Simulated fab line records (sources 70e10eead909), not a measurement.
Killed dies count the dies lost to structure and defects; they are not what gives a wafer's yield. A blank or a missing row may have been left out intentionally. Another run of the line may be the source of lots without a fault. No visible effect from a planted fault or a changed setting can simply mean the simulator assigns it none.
Comparing a struck lot with a sound one -- flow nand-harc -- 17 out of 1302 route steps
Sound: wafers L323.1, L323.5, L323.6. Struck: wafer L339.6 (L339.2, L339.5, from the same lot, were not struck and are left out); the cause is given at the end.
Order at every step that has rows: each side's tool, ch and its chambers, its first start. Under that, the readings that differ: sound wafers -- struck wafers -- difference of the means -- sigmas: that difference in standard deviations of wafers without a fault.
alike: same words and numbers on both sides, and readings whose means sit less than 2 such deviations apart. not compared: any withheld reading, any reading some wafer has no value for, any bound like >300 that may hide the same value, and any number with overlapping values for which the record gives no deviation.
Wherever a step has rows on one side only, a row that says differs or no value, or a row with sigmas, the two part there. Numbers that have no deviation but don't overlap get no sigmas and don't part them. A reading missing from all wafers of one side parts the sides only when that side holds two or more wafers.

NHARC_A_M1_INSPECT_11:
  struck on defect-inspect-01, day 30 11:59; sound on defect-inspect-01, day 23 14:04
  alike: raw-defect-count
NHARC_A_M1_DESCUM_14: chemistry O2, time 3 s.
  sound on rie-diel-01 ch 0,2,3, day 23 14:08; struck on rie-diel-01 ch 3, day 30 12:04
  alike: drypump-motor-current-A, oes-product-au, rf-vpp-V, showerhead-plenum-p-Torr, throttle-valve-pct
  not compared: rf-hours-counter-h
then, 1 step without rows for these wafers: NHARC_A_M1_ETCH_35 (etches the open film in N2/H2, target depth 40 nm, overetch 12 nm, time 43.94 s).
NHARC_A_M1_ETCH_15: etches the open film in C4F8/Ar, target depth 182.5 nm, time 91.2 s.
  sound: rie-diel-01 ch 0,1,2; struck: rie-diel-01 ch 0
  alike: oes-product-au, rf-vpp-V
  not compared: rf-hours-counter-h
NHARC_A_M1_CD_MEAS_16:
  struck on cd-sem-02, day 30 12:22; sound on cd-sem-02, day 23 14:25
reading,sound,struck,difference,sigmas
cd-nm (nm),121.3 121.2 121.4,119.6,-1.7,-3
then, 1 step without rows for these wafers: NHARC_A_M1_STRIP_18 (strips in N2/H2).
NHARC_A_M1_ETCH_28: etches the open film in CF4/N2, target depth 30 nm, time 72.99 s.
  sound: rie-diel-01 ch 0,2,3; struck: rie-diel-02 ch 3
  alike: cf4-flow-sccm, drypump-motor-current-A, n2-flow-sccm, oes-product-au, rf-vpp-V, showerhead-plenum-p-Torr, throttle-valve-pct
  not compared: rf-hours-counter-h
then, 1 step without rows for these wafers: NHARC_A_M1_STRIP_19 (strips in post etch residue remover, time 600 s).
NHARC_A_M1_DEGAS_29: time 60 s.
  struck on pvd-sputter-03, day 30 13:05; sound on pvd-sputter-01, day 23 15:08
  alike: heater-power-w
then, 3 steps without rows for these wafers: NHARC_A_M1_PRE_CLEAN_30 (time 30 s); NHARC_A_M1_PVD_20 (deposits TaN, target thk 5 nm, time 8.06 s); NHARC_A_M1_PVD_21 (deposits Cu, target thk 30 nm, time 20.49 s).
NHARC_A_M1_ECD_22: material Cu, target thk 400 nm.
  sound on ecd-cu-01 ch 0,1, day 23 15:30; struck on ecd-cu-01 ch 0,1, day 30 13:29
NHARC_A_M1_ANNEAL_31: time 90 s.
  sound on rtp-anneal-01 ch 0, day 23 15:52; struck on rtp-anneal-02 ch 0, day 30 13:52
  alike: wafer_temp_C_max
NHARC_A_M1_CMP_23: polishes, t overpolish 20 s, target thk 154.34 nm.
  sound on cmp-03 ch 0,1, day 23 16:13; struck on cmp-04 ch 0, day 30 14:10
reading,sound,struck,difference,sigmas
time-to-endpoint-s (s),27.2 30.2 31.7,13.2,-16.5,-7
  alike: edge-zone-pressure-frac, motor-current-A
NHARC_A_M1_THK_MEAS_24: measures by xrf.
  struck on film-metro-01, day 30 14:29; sound on film-metro-01, day 23 16:32
  alike: thk-nm
following that, these wafers have no rows for 1 step: NHARC_END_SORT_01.

## WHERE THEY PART
At NHARC_A_M1_CD_MEAS_16 first; at NHARC_A_M1_CMP_23 last (within this record only). Later steps at which nothing parts them and some readings are alike: NHARC_A_M1_THK_MEAS_24.

WHY: what the simulator had put in
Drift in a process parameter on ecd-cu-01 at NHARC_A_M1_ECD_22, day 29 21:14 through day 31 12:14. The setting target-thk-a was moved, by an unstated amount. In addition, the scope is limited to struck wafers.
